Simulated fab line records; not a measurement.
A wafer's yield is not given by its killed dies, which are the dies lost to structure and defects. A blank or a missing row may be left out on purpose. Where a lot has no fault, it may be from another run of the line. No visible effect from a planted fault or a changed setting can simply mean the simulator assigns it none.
fab line records	flow n5_finfet
[record] lots = 8	wafers = 24	last_day = 17
route steps=1938 shown FIN_CUT@166 STI_FIN_REVEAL@199 BEOL_M4@1111 PASSIVATION@1936
lots that met no fault: taken from a fault-free run of the same line
start_h: start of the lot's first displayed wafer, in hours after the record's first day	wait_h: how many hours have passed since the lot's step before this one	" same as the row above	L1.1+2: a single row standing in for several wafers	- no value, or no start was given	* or withheld: withheld	< > ~ a bound
route shown NAME@n: NAME is a module with steps in the file, n the number in the route of the first one	usual: mean/standard deviation of fault-free wafers	same: alike in all rows	chamber/n: place in a boat	sites: the reading at each site	_std_site: their standard deviation	_edge_site: outer sites' mean less inner sites'	radius_mm: for every site, how far away it sits from the centre of the wafer	mask NAME#n: copy n	behind: the most recent tool/chamber to have shaped the wafer	hold: reason for holding the lot/hours on hold/outcome of the hold	device: transistor that didn't switch, given as n, p or np	end of line: the same wafers' tests at the end of the route	a step given without rows: its recipe and nothing more	killed: not the wafer's yield, but the dies lost to structure and defects at the first sort	map: a wafer's dies, marking killed ones x, the rest . and places with no die _
set.NAME: the setting that was run; set.NAME@STEP: the one run at that earlier step	model.NAME: the simulator's own value behind a step, which no gauge read
the route's steps for a sample of lots (tables are steps, rows are wafers)
services: the hour from which a tool's chamber was out of use, counted from the record's first day as start_h (under 0 if before that day), plus the number of hours and why
[[steps]]
[step N5_FIN_CUT_DESCUM_13]
[recipe] chemistry = O2	time_s = 7	source_power_w = 50	bias_power_w = 20	pressure_mtorr = 20	rf_frequency_hz = 2.712e+07	temp_c = 40	resist = CAR-EUV	o2_flow_sccm = 225
[usual] chamber_pressure_mTorr = 20.001/0.017	drypump_motor_current_A = 5.7/0.52	oes_product_au = 0.77/0.072	rf_vpp_V = 243.3/1.5	showerhead_plenum_p_Torr = 2.10/0.073	throttle_valve_pct = 20.31/0.29
lot.wafer	tool	chamber	start_h	wait_h	chamber_pressure_mTorr	drypump_motor_current_A	oes_product_au	rf_hours_counter_h	rf_vpp_V	showerhead_plenum_p_Torr	throttle_valve_pct
L886.3	rie_diel-06	2	33.86	0.0	19.973	6.2	0.66	242	242.6	2.04	20.70
L886.4	"	0	"	"	19.984	5.9	0.76	149	243.1	2.20	20.71
L886.5	"	1	"	"	20.031	5.4	0.93	-	243.3	2.12	19.74
L895.3	rie_diel-02	3	87.27	0.0	19.990	6.4	0.73	160	242.6	2.05	20.11
L895.4	"	1	"	"	20.003	5.1	0.71	198	244.7	2.16	20.13
L895.6	"	2	"	"	19.997	6.3	0.77	-	240.7	2.04	20.60
L897.1	rie_diel-04	3	100.03	0.1	20.013	5.9	0.70	208	243.4	1.99	20.40
L897.2	"	1	"	"	20.017	6.2	0.73	171	243.7	2.16	19.93
L897.6	"	1	"	"	20.010	6.3	0.74	-	245.5	2.16	19.93
L899.1	rie_diel-04	1	111.37	0.1	19.971	6.2	0.73	175	244.1	2.15	19.94
L899.2	"	3	"	"	19.999	5.9	0.69	212	240.8	1.99	20.44
L899.5	"	1	"	"	20.011	6.2	0.73	-	244.3	2.15	19.94
L900.3	rie_diel-06	3	117.46	0.0	19.959	5.1	0.73	152	242.2	2.02	20.48
L900.5	"	2	"	"	20.005	6.1	0.92	-	242.9	2.03	20.27
L900.6	"	1	"	"	20.022	5.4	0.88	-	245.3	2.11	19.79
L901.1	rie_diel-04	0	122.48	0.0	19.981	5.3	0.77	134	245.2	2.17	20.31
L901.4	"	1	"	"	19.982	6.2	0.72	178	244.1	2.15	19.94
L901.5	"	0	"	"	19.979	5.3	0.76	-	245.4	2.17	20.30
L902.2	rie_diel-04	3	128.40	0.1	20.020	5.9	0.70	217	240.5	1.98	20.43
L902.3	"	0	"	"	20.021	5.3	0.77	136	244.5	2.17	20.30
L902.5	"	0	"	"	20.031	5.3	0.78	-	242.4	2.17	20.28
L906.1	rie_diel-02	1	154.26	0.2	19.997	5.1	0.70	218	244.8	2.15	20.16
L906.5	"	1	"	"	20.006	5.1	0.70	-	242.5	2.15	20.15
L906.6	"	2	"	"	20.004	6.3	0.75	-	241.4	2.03	20.62
[step N5_FIN_CUT_STRIP_24]
[recipe] chemistry = CF4	resist = SiARC	power_w = 300	bias_power_w = 75	pressure_mtorr = 50	cf4_flow_sccm = 150	rf_frequency_hz = 6e+07
[usual] chamber_pressure_mTorr = 50.00/0.047	drypump_motor_current_A = 5.7/0.52	oes_product_au = 0.76/0.064	rf_vpp_V = 271.3/1.4	showerhead_plenum_p_Torr = 1.80/0.064	throttle_valve_pct = 13.56/0.23
lot.wafer	tool	chamber	start_h	wait_h	chamber_pressure_mTorr	drypump_motor_current_A	oes_product_au	rf_hours_counter_h	rf_vpp_V	showerhead_plenum_p_Torr	throttle_valve_pct
L886.3	rie_diel-06	2	34.28	0.0	50.03	6.2	0.69	242	271.0	1.76	14.04
L886.4	"	0	"	"	49.99	5.9	0.75	149	272.7	1.86	13.71
L886.5	"	1	"	"	49.95	5.4	0.90	-	271.5	1.82	13.06
L895.3	rie_diel-02	3	87.68	0.0	49.94	6.5	0.74	160	270.6	1.79	13.59
L895.4	"	1	"	"	50.00	5.1	0.71	198	272.3	1.88	13.55
L895.6	"	2	"	"	49.96	6.3	0.74	-	270.1	1.71	13.48
L897.1	rie_diel-04	3	100.44	0.0	49.95	5.9	0.71	208	270.9	1.73	13.82
L897.2	"	1	"	"	49.94	6.2	0.74	171	271.9	1.88	13.46
L897.6	"	1	"	"	50.02	6.3	0.73	-	272.5	1.88	13.46
L899.1	rie_diel-04	1	111.79	0.0	50.01	6.2	0.73	175	271.4	1.88	13.48
L899.2	"	3	"	"	49.98	5.9	0.70	212	269.6	1.73	13.81
L899.5	"	1	"	"	50.01	6.2	0.74	-	273.4	1.88	13.48
L900.3	rie_diel-06	3	117.88	0.0	50.06	5.2	0.73	152	269.6	1.72	13.50
L900.5	"	2	"	"	50.03	6.2	0.91	-	269.6	1.75	13.50
L900.6	"	1	"	"	49.99	5.4	0.85	-	271.0	1.81	13.13
L901.1	rie_diel-04	0	122.89	0.0	49.97	5.3	0.76	134	273.1	1.85	13.56
L901.4	"	1	"	"	49.91	6.3	0.73	179	272.0	1.88	13.49
L901.5	"	0	"	"	50.02	5.3	0.77	-	272.9	1.85	13.55
L902.2	rie_diel-04	3	128.82	0.0	49.98	5.9	0.70	218	268.8	1.73	13.84
L902.3	"	0	"	"	49.97	5.3	0.76	136	273.4	1.85	13.56
L902.5	"	0	"	"	50.05	5.3	0.76	-	272.7	1.85	13.55
L906.1	rie_diel-02	1	154.68	0.0	49.96	5.1	0.70	219	272.2	1.88	13.60
L906.5	"	1	"	"	49.86	5.0	0.69	-	272.3	1.88	13.60
L906.6	"	2	"	"	50.00	6.3	0.73	-	270.2	1.71	13.56
[step N5_STI_FIN_REVEAL_ETCH_34]
[recipe] chemistry = H2	mode = isotropic	material = Si	target = Si	target_depth_a = 9.7	temp_c = 20	pressure_mtorr = 4.5	icp_w = 300	bias_w = 0	h2_flow_sccm = 7.5	he_flow_sccm = 142.5
[usual] bias_w = 0/0	chamber_pressure_mTorr = 4.500/0.0044	drypump_motor_current_A = 5.6/0.57	oes_product_au = 1.002/0.016	throttle_valve_pct = 26.0/0.47
lot.wafer	tool	chamber	start_h	wait_h	bias_w	chamber_pressure_mTorr	drypump_motor_current_A	oes_product_au	rf_hours_counter_h	throttle_valve_pct
L886.3	rie_si-05	0	43.48	0.1	0	4.502	5.6	1.007	92	26.2
L886.4	"	1	"	"	0	4.496	4.9	0.975	2	26.1
L886.5	"	1	"	"	0	4.496	4.9	0.969	-	26.1
L895.3	rie_si-03	2	96.42	0.1	0	4.500	4.9	0.987	13	26.2
L895.4	"	3	"	"	0	4.498	6.0	0.990	19	26.6
L895.6	"	1	"	"	0	4.506	6.1	0.980	-	25.9
L897.1	rie_si-03	3	109.17	0.2	0	4.497	6.0	0.990	20	26.6
L897.2	"	1	"	"	0	4.497	6.1	0.978	6	25.9
L897.6	"	2	"	"	0	4.506	4.9	0.995	-	26.2
L899.1	rie_si-03	2	120.30	0.2	-	-	-	-	-	-
L899.2	"	3	"	"	-	-	-	-	-	-
L899.5	"	0	"	"	-	-	-	-	-	-
L900.3	rie_si-03	3	126.47	0.1	-	-	-	-	-	-
L900.5	"	2	"	"	-	-	-	-	-	-
L900.6	"	1	"	"	-	-	-	-	-	-
L901.1	rie_si-03	0	131.49	0.2	0	4.497	5.9	1.014	129	25.6
L901.4	"	2	"	"	0	4.505	4.9	0.990	14	26.2
L901.5	"	3	"	"	0	4.498	6.0	0.992	-	26.6
L902.2	rie_si-04	1	139.89	0.1	0	4.495	5.8	1.018	32	25.6
L902.3	"	2	"	"	0	4.503	4.7	1.014	138	27.0
L902.5	"	1	"	"	0	4.503	5.8	1.011	-	25.6
L906.1	rie_si-04	3	163.24	0.2	0	4.503	4.7	1.006	111	25.2
L906.5	"	1	"	"	0	4.497	5.8	1.011	-	25.6
L906.6	"	0	"	"	0	4.502	6.3	1.015	-	25.4
[step N5_STI_FIN_REVEAL_CD_MEAS_22]
[recipe] target_cd_nm = 6.238	pitch_nm = 28	polarity = line
[usual] cd_nm = 6.3/0.3
lot.wafer	tool	chamber	start_h	wait_h	cd_nm
L886.3	cd_sem-02	-	44.11	0.0	6.4
L886.4	"	-	"	"	6.1
L886.5	"	-	"	"	6.6
L895.3	cd_sem-02	-	97.02	0.0	6.2
L895.4	"	-	"	"	6.1
L895.6	"	-	"	"	6.5
L897.1	cd_sem-01	-	109.75	0.0	6.2
L897.2	"	-	"	"	6.5
L897.6	"	-	"	"	6.6
L899.1	cd_sem-03	-	120.88	0.0	8.0
L899.2	"	-	"	"	7.9
L899.5	"	-	"	"	8.6
L900.3	cd_sem-03	-	127.06	0.0	7.7
L900.5	"	-	"	"	7.6
L900.6	"	-	"	"	7.9
L901.1	cd_sem-01	-	132.07	0.0	6.7
L901.4	"	-	"	"	6.8
L901.5	"	-	"	"	6.6
L902.2	cd_sem-03	-	140.49	0.0	5.9
L902.3	"	-	"	"	6.1
L902.5	"	-	"	"	6.3
L906.1	cd_sem-02	-	163.87	0.0	6.3
L906.5	"	-	"	"	6.3
L906.6	"	-	"	"	6.6
[step N5_STI_FIN_REVEAL_INSPECT_13]
[recipe] inspect_instrument = darkfield	mode = post_clean
[usual] raw_defect_count = 13/6.4
lot.wafer	tool	chamber	start_h	wait_h	raw_defect_count
L886.3	defect_inspect-02	-	44.23	0.0	21
L886.4	"	-	"	"	5
L886.5	"	-	"	"	9
L895.3	defect_inspect-01	-	97.14	0.0	5
L895.4	"	-	"	"	10
L895.6	"	-	"	"	17
L897.1	defect_inspect-02	-	109.86	0.0	15
L897.2	"	-	"	"	17
L897.6	"	-	"	"	19
L899.1	defect_inspect-01	-	120.99	0.0	24
L899.2	"	-	"	"	18
L899.5	"	-	"	"	18
L900.3	defect_inspect-01	-	127.18	0.0	9
L900.5	"	-	"	"	5
L900.6	"	-	"	"	17
L901.1	defect_inspect-02	-	132.19	0.0	11
L901.4	"	-	"	"	24
L901.5	"	-	"	"	11
L902.2	defect_inspect-01	-	140.61	0.0	10
L902.3	"	-	"	"	9
L902.5	"	-	"	"	23
L906.1	defect_inspect-02	-	163.99	0.0	14
L906.5	"	-	"	"	2
L906.6	"	-	"	"	10
[step N5_BEOL_M4_RC_MEAS_101]
[usual] DIBL_N = 37.0/2.3	DIBL_P = 37.3/2.8	IOFF_N = 0.17/0.046	IOFF_N_85C = 3.3/0.74	IOFF_N_LIN = 0.078/0.017	IOFF_N_LONG = 5.49e-05/2.5e-06	IOFF_P = 0.23/0.054	IOFF_P_85C = 3.8/0.76	IOFF_P_LIN = 0.102/0.018	IOFF_P_LONG = 9.9e-05/9.7e-06	ION_N = 675/14	ION_P = 460/9.3	REXT_N = 74.9/1.9	REXT_P = 99.4/2.7	SS_N = 71.7/0.73	SS_P = 73.6/0.95	VT_N = 249/3.9	VT_N_LONG = 274.9/2.1	VT_N_LVT = 98/3.9	VT_P = -250/3.9	VT_P_LONG = -277/3.7	VT_P_LVT = -99/3.7
lot.wafer	tool	chamber	start_h	wait_h	DIBL_N[mV/V]	DIBL_P[mV/V]	IOFF_N[nA/um]	IOFF_N_85C[nA/um]	IOFF_N_LIN[nA/um]	IOFF_N_LONG[nA/um]	IOFF_P[nA/um]	IOFF_P_85C[nA/um]	IOFF_P_LIN[nA/um]	IOFF_P_LONG[nA/um]	ION_N[uA/um]	ION_P[uA/um]	REXT_N[ohm.um]	REXT_P[ohm.um]	SS_N[mV/dec]	SS_P[mV/dec]	VT_N[mV]	VT_N_LONG[mV]	VT_N_LVT[mV]	VT_P[mV]	VT_P_LONG[mV]	VT_P_LVT[mV]
L886.3	prober-02	0	170.31	0.3	37.4	37.6	0.19	3.5	0.083	5.55e-05	0.22	3.8	0.101	9.1e-05	677	457	75.7	99.4	72.1	73.7	250	273.6	96	-249	-277	-100
L886.4	"	0	"	"	36.8	37.4	0.17	3.3	0.079	5.41e-05	0.22	3.7	0.100	9.2e-05	667	453	77.8	102.0	71.1	75.0	249	275.6	98	-251	-279	-100
L886.5	"	0	"	"	39.6	40.9	0.25	4.4	0.101	5.5e-05	0.29	4.8	0.121	9e-05	688	457	77.2	101.2	72.2	76.1	245	275.9	93	-248	-278	-96
L895.3	prober-01	0	225.68	0.3	34.9	32.9	0.14	2.8	0.067	5.72e-05	0.19	3.5	0.098	0.000111	681	474	72.2	101.0	71.4	73.1	250	273.2	100	-248	-274	-98
L895.4	"	0	"	"	34.1	32.0	0.11	2.4	0.055	5.69e-05	0.18	3.3	0.090	0.000107	654	455	73.6	102.2	71.5	72.2	257	275.4	105	-250	-272	-100
L895.6	"	0	"	"	34.6	33.9	0.12	2.6	0.061	5.6e-05	0.20	3.5	0.098	0.000105	669	466	72.3	100.2	71.9	72.5	254	276.2	103	-250	-274	-98
L897.1	prober-02	0	248.20	0.0	32.2	32.4	0.11	2.2	0.055	5.47e-05	0.18	3.2	0.093	0.000113	655	460	78.5	98.0	70.1	72.2	256	275.7	106	-253	-274	-103
L897.2	"	0	"	"	39.6	41.7	0.26	4.6	0.111	5.6e-05	0.34	5.5	0.146	0.000112	701	478	75.8	96.7	71.5	75.0	240	272.4	94	-244	-275	-94
L897.6	"	0	"	"	37.6	38.2	0.19	3.6	0.086	5.59e-05	0.26	4.5	0.122	0.000115	678	465	76.4	98.1	72.0	73.4	247	272.4	98	-245	-274	-97
L900.3	prober-01	0	275.61	0.3	47.7	52.9	0.76	11.9	0.357	9.51e-05	0.74	10.2	0.338	0.000135	766	503	65.7	89.8	73.8	76.6	223	254.1	71	-234	-266	-80
L900.5	"	0	"	"	50.9	56.1	0.91	13.7	0.400	9.08e-05	0.89	12.1	0.375	0.000141	767	510	65.8	90.2	74.8	78.0	223	257.5	72	-233	-266	-79
L900.6	"	0	"	"	47.5	51.6	0.75	11.9	0.353	9.51e-05	0.63	9.1	0.302	0.000131	761	500	65.3	92.1	73.3	76.9	223	256.1	71	-236	-266	-84
L899.1	prober-01	0	280.83	0.0	45.0	47.0	0.48	7.8	0.230	8.73e-05	0.53	7.8	0.273	0.000145	742	499	65.6	88.6	73.1	76.1	230	259.0	80	-237	-263	-85
L899.2	"	0	"	"	51.3	55.7	1.00	14.4	0.393	8.79e-05	1.03	13.7	0.412	0.000141	749	501	66.6	88.4	75.5	78.4	224	257.1	70	-231	-264	-78
L899.5	"	0	"	"	49.3	53.2	0.85	12.7	0.363	8.38e-05	0.86	11.8	0.381	0.000139	741	495	66.0	88.0	75.4	78.0	222	257.0	71	-233	-264	-79
L901.1	prober-01	0	285.46	0.0	39.3	41.4	0.23	4.1	0.096	5.2e-05	0.26	4.4	0.114	9.5e-05	687	465	76.1	101.0	72.8	74.4	246	278.6	95	-248	-281	-99
L901.4	"	0	"	"	41.2	44.0	0.28	4.9	0.114	5.03e-05	0.32	5.2	0.132	9.2e-05	704	470	77.2	100.3	73.7	75.4	241	278.1	91	-245	-278	-96
L901.5	"	0	"	"	36.0	36.5	0.16	3.0	0.070	5.27e-05	0.19	3.3	0.091	9.3e-05	681	456	75.4	100.1	71.7	73.3	248	275.9	98	-253	-279	-101
L902.2	prober-02	0	286.35	0.2	33.5	30.7	0.10	2.1	0.049	5.36e-05	0.13	2.4	0.068	9.5e-05	640	440	73.3	97.2	71.0	72.3	257	275.0	105	-258	-278	-107
L902.3	"	0	"	"	36.2	35.0	0.14	2.8	0.066	5.37e-05	0.18	3.1	0.085	9.8e-05	664	452	73.7	96.2	71.2	73.1	250	274.5	101	-254	-277	-102
L902.5	"	0	"	"	37.3	35.0	0.16	3.0	0.068	5.51e-05	0.18	3.1	0.085	9.5e-05	666	448	73.1	96.5	72.1	73.3	250	275.2	99	-253	-282	-102
L906.1	prober-01	0	308.46	0.0	37.8	36.6	0.16	3.2	0.073	5.27e-05	0.20	3.4	0.090	9e-05	677	459	73.2	99.8	71.3	73.3	250	276.2	96	-256	-284	-99
L906.5	"	0	"	"	38.4	36.6	0.16	3.3	0.069	5.27e-05	0.21	3.4	0.090	8.3e-05	656	444	73.1	100.8	71.8	72.9	253	277.8	98	-252	-279	-100
L906.6	"	0	"	"	40.4	38.7	0.22	4.2	0.088	5.29e-05	0.24	4.0	0.100	8.5e-05	668	451	73.9	102.2	72.2	73.2	247	276.4	94	-253	-281	-98
[step N5_PASSIVATION_PROBE_49]
[usual] defect_limited_yield = 91.5/1.3	killed_at_M0_to_M3 = 36/10	killed_at_M4_up = 13/4.7	killed_at_contacts = 13/6.7	killed_at_front_end = 37/9.7	killed_at_other = 2.6/2.3	killed_dies = 101/15	killed_open = 67/12	killed_short = 32/6.7	sort_bin_4_leakage = 0.0/0.31	sort_bin_5_function = 5.0/0.89	sort_bin_6_memory = 3.2/0.63	sort_bin_8_speed = 0.01/0.03	sort_n_pass = 1079/16	sort_yield_pct = 91.4/1.4
[same] gross_dies = 1180	killed_at_back_side = 0
lot.wafer	tool	chamber	start_h	wait_h	defect_limited_yield[%]	killed_at_M0_to_M3	killed_at_M4_up	killed_at_contacts	killed_at_front_end	killed_at_other	killed_dies	killed_open	killed_short	sort_bin_4_leakage[%]	sort_bin_5_function[%]	sort_bin_6_memory[%]	sort_bin_8_speed[%]	sort_n_pass	sort_yield_pct[%]
L900.3	prober-01	-	383.21	0.1	88.8	46	27	12	43	4	132	87	45	88.7	6.7	4.2	0	1	0.1
L900.5	prober-01	-	383.31	0.2	90.8	24	10	26	42	6	108	71	34	90.8	5.4	3.5	0	0	0
L900.6	prober-01	-	383.36	0.3	91.2	30	19	16	31	8	104	62	40	90.9	4.2	4.1	0	3	0.3
L899.1	prober-01	-	386.66	0.0	88.9	42	5	41	41	2	131	94	37	46.4	7.1	3.6	0	501	42.5
L899.2	prober-01	-	386.71	0.1	90.6	44	12	19	34	2	111	78	28	90.6	5.4	3.4	0.08	0	0
L899.5	prober-01	-	386.86	0.2	88.6	59	12	18	43	2	134	90	41	88.6	6.5	4.1	0	0	0
// killed by level:class
L900.3 BEOL_M4:geometric_particle:open=16 FIN_SAQP:geometric_particle:open=13 BEOL_M0_SAQP:geometric_particle:short=13 FIN_SAQP:geometric_particle:short=12 BEOL_M0_SAQP:geometric_particle:open=11 MOL_CONTACT_COAG:geometric_particle:open=9 BEOL_M3:geometric_particle:open=7 BEOL_M0:geometric_particle:open=5
L900.5 MOL_CONTACT_COAG:geometric_particle:open=20 FIN_SAQP:geometric_particle:short=15 FIN_SAQP:geometric_particle:open=14 BEOL_M3:geometric_particle:open=7 MOL_CONTACT_COAG:geometric_particle:short=6 BEOL_M0_SAQP:geometric_particle:open=6 BEOL_M4:geometric_particle:open=5 BEOL_M1:geometric_particle:open=4
L900.6 MOL_CONTACT_COAG:geometric_particle:open=12 BEOL_M4:geometric_particle:open=10 FIN_SAQP:geometric_particle:open=9 FIN_SAQP:geometric_particle:short=8 BEOL_M0:geometric_particle:open=7 BEOL_M0_SAQP:geometric_particle:short=7 BEOL_M0_SAQP:geometric_particle:open=6 BEOL_M4:geometric_particle:short=5
L899.1 MOL_CONTACT_COAG:geometric_particle:open=30 BEOL_M1:geometric_particle:open=13 MOL_CONTACT_COAG:geometric_particle:short=11 BEOL_M2:geometric_particle:open=10 FIN_SAQP:geometric_particle:open=9 STI_FIN_REVEAL:geometric_particle:open=9 BEOL_M0:geometric_particle:open=5 FIN_SAQP:geometric_particle:short=4
L899.2 MOL_CONTACT_COAG:geometric_particle:open=15 FIN_SAQP:geometric_particle:open=10 BEOL_M2:geometric_particle:open=10 BEOL_M1:geometric_particle:open=9 BEOL_M0_SAQP:geometric_particle:short=8 FIN_SAQP:geometric_particle:short=6 BEOL_M5:geometric_particle:open=5 MOL_CONTACT_COAG:geometric_particle:short=4
L899.5 BEOL_M2:geometric_particle:open=14 MOL_CONTACT_COAG:geometric_particle:open=13 BEOL_M0_SAQP:geometric_particle:short=13 BEOL_M0_SAQP:geometric_particle:open=13 FIN_SAQP:geometric_particle:open=9 FIN_SAQP:geometric_particle:short=8 BEOL_M3:geometric_particle:open=7 BEOL_M4:geometric_particle:open=7
[[services]]
tool	chamber	start_h	hours	kind
rie_diel-06	3	10.86	14.6	repair
rie_si-05	2	14.19	3.7	repair
rie_si-05	3	16.40	13.6	repair
rie_diel-02	-	56.31	0.1	repair
rie_diel-06	2	58.45	-	clean
rie_diel-06	2	58.45	-	consumable_replace:focus_ring
rie_diel-06	2	58.45	18.1	scheduled_down
rie_diel-06	2	58.45	18.1	vent_cycle
rie_si-03	0	68.72	12.9	repair
rie_diel-04	2	105.53	3.5	repair
rie_diel-02	0	133.14	-	clean
rie_diel-02	0	133.14	-	consumable_replace:focus_ring
rie_diel-02	0	133.14	16.0	scheduled_down
rie_diel-02	0	133.14	16.0	vent_cycle
rie_diel-04	2	140.05	19.5	repair
rie_si-05	1	162.07	3.3	repair
[[key]]
[first_sign] step = N5_STI_FIN_REVEAL_ETCH_34	reading = tool_record	direction = missing
[effect] step = N5_STI_FIN_REVEAL_CD_MEAS_22	reading = cd_nm	direction = up	sigmas = 5.4	usual = 6.3	struck = 7.9
[effect] step = N5_BEOL_M4_RC_MEAS_101	reading = IOFF_N_LIN	direction = up	sigmas = 16	usual = 0.078	struck = 0.349
[effect] step = N5_BEOL_M4_RC_MEAS_101	reading = IOFF_N_LONG	direction = up	sigmas = 14	usual = 5.49e-05	struck = 9e-05
[effect] step = N5_BEOL_M4_RC_MEAS_101	reading = IOFF_P_LIN	direction = up	sigmas = 13	usual = 0.102	struck = 0.347
[effect] step = N5_BEOL_M4_RC_MEAS_101	reading = IOFF_N	direction = up	sigmas = 13	usual = 0.17	struck = 0.79
[effect] step = N5_BEOL_M4_RC_MEAS_101	reading = IOFF_N_85C	direction = up	sigmas = 12	usual = 3.3	struck = 12.1
[effect] step = N5_BEOL_M4_RC_MEAS_101	reading = IOFF_P	direction = up	sigmas = 10	usual = 0.23	struck = 0.78
[effect] step = N5_BEOL_M4_RC_MEAS_101	reading = IOFF_P_85C	direction = up	sigmas = 9.1	usual = 3.8	struck = 10.8
[effect] step = N5_BEOL_M4_RC_MEAS_101	reading = VT_N_LONG	direction = down	sigmas = 8.7	usual = 274.9	struck = 256.8
[effect] step = N5_BEOL_M4_RC_MEAS_101	reading = VT_N_LVT	direction = down	sigmas = 6.5	usual = 98	struck = 73
[effect] step = N5_BEOL_M4_RC_MEAS_101	reading = VT_N	direction = down	sigmas = 6.5	usual = 249	struck = 224
[effect] step = N5_BEOL_M4_RC_MEAS_101	reading = DIBL_P	direction = up	sigmas = 5.6	usual = 37.3	struck = 52.8
[effect] step = N5_BEOL_M4_RC_MEAS_101	reading = ION_N	direction = up	sigmas = 5.5	usual = 675	struck = 754
[effect] step = N5_PASSIVATION_PROBE_49	reading = sort_bin_4_leakage	direction = up	sigmas = 99+	usual = 0.0	struck = 82.7
met_at N5_STI_FIN_REVEAL_ETCH_34
struck_lots L899,L900
not_acting_at N5_FIN_CUT_DESCUM_13,N5_FIN_CUT_STRIP_24,N5_STI_FIN_REVEAL_INSPECT_13
onset_between 109.17 120.30
[fault] kind = skipped_step_whole	tool = rie_si-03	chamber = -	onset_h = 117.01	steps = N5_STI_FIN_REVEAL_ETCH_34	scope = struck_lots_only
